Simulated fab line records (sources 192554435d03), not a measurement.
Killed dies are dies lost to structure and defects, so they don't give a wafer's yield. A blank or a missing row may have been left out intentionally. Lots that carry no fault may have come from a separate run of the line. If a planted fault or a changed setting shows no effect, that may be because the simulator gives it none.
The same fault as seen by 2 desks	flow n5Finfet	each desk has only its own numbers; what lay behind them comes last

THE TOOL OWNER'S DESK: plasmaAsher-02
The tool's own readings at N5_SDB_STRIP_22 (strips in N2/H2): means of the sampled wafers that have a number, for each lot that ran on this tool. If a lot's mean is further than 4 standard deviations from the usual mean, the lot is out of limits and carries the mark OUT (the distance appears in the brackets).
Columns: A = drypumpMotorCurrentA at N5_SDB_STRIP_22, usual 5.35 A; B = heaterPowerW at N5_SDB_STRIP_22, usual 350 W; C = oesProductAu at N5_SDB_STRIP_22, usual 0.715 a.u.; D = stripTimeToEndpointS at N5_SDB_STRIP_22, usual 96.4 s
lot	first seen here	A	B	C	D
L101	day 3 19:04	5.43	352	0.717	96.3
L102	day 4 01:32	5.22	340	0.714	96.1
L105	day 4 17:09	5.42	356	0.719	96.2
L110	day 6 05:03	5.32	349	0.714	96.5
L111	day 6 08:11	5.41	355	0.712	97.4
L112	day 6 19:17	5.31	348	0.705	97.3
L113	day 6 22:32	5.31	351	0.710	97.7 (+4.2) OUT
L124	day 9 10:52	5.33	348	0.706	96.3
This desk's finding: out of limits on L113; first on L113, day 6 22:32 (stripTimeToEndpointS at N5_SDB_STRIP_22). L101, L102, L105, L110, L111, L112, L124 stayed within limits.

METROLOGY DESK
What the gauges read, lot by lot, whatever tool the lot ran on: means of the sampled wafers that have a number. If a lot's mean is further than 4 standard deviations from the usual mean, the lot is out of limits and carries the mark OUT (the distance appears in the brackets). It has 12 readings; the 7 that lie furthest out on some lot are the ones shown.
Columns: A = SDB_THK at N5_SDB_THK_MEAS_31, usual 64.1 nm; B = DIBL_P at N5_BEOL_M4_RC_MEAS_101, usual 35.9 mV/V; C = IOFF_N at N5_BEOL_M4_RC_MEAS_101, usual 0.152 nA/um; D = IOFF_P at N5_BEOL_M4_RC_MEAS_101, usual 0.204 nA/um; E = ION_P at N5_BEOL_M4_RC_MEAS_101, usual 462 uA/um; F = VT_N at N5_BEOL_M4_RC_MEAS_101, usual 250.3 mV; G = VT_P at N5_BEOL_M4_RC_MEAS_101, usual -250.6 mV
lot	first seen here	A	B	C	D	E	F	G
L101	day 3 18:35	65.4	36.8	0.141	0.188	458	252.5	-252.3
L102	day 4 01:10	64.7	36.0	0.166	0.203	460	248.2	-251.5
L105	day 4 16:40	64.3	36.5	0.140	0.183	459	252.7	-252.6
L110	day 6 04:41	63.8	35.6	0.135	0.198	459	249.9	-248.8
L111	day 6 07:49	64.3	37.6	0.204	0.224	461	244.3	-251.0
L112	day 6 18:55	63.5	35.4	0.146	0.206	464	251.4	-249.0
L113	day 6 22:10	63.4	33.9	0.159	0.215	468	248.4	-249.1
L116	day 7 11:46	63.7	35.0	0.141	0.168	457	250.7	-253.7
L121	day 8 17:31	63.6	36.1	0.158	0.182	454	249.6	-254.8
L124	day 9 10:30	64.4	34.7	0.137	0.225	471	251.2	-246.5
Result from this desk: across the 10 lots, nothing is out of limits.

ALL TOGETHER
The tool owner's desk could have raised an alarm at day 6 22:32, on L113.
From the metrology desk's view, nothing was out of limits.
The metrology desk holds a record of L113, inside its limits.
N5_SDB_STRIP_22 was run on plasmaAsher-02 by each of the lots named.

WHAT WAS PUT IN BY THE SIMULATOR
plasmaAsher-02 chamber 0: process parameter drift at N5_SDB_STRIP_22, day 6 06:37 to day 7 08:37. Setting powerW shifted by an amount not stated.
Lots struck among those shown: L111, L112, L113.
Delay in hours, fault start to first out-of-limits reading, by desk: the tool owner's desk at 16.
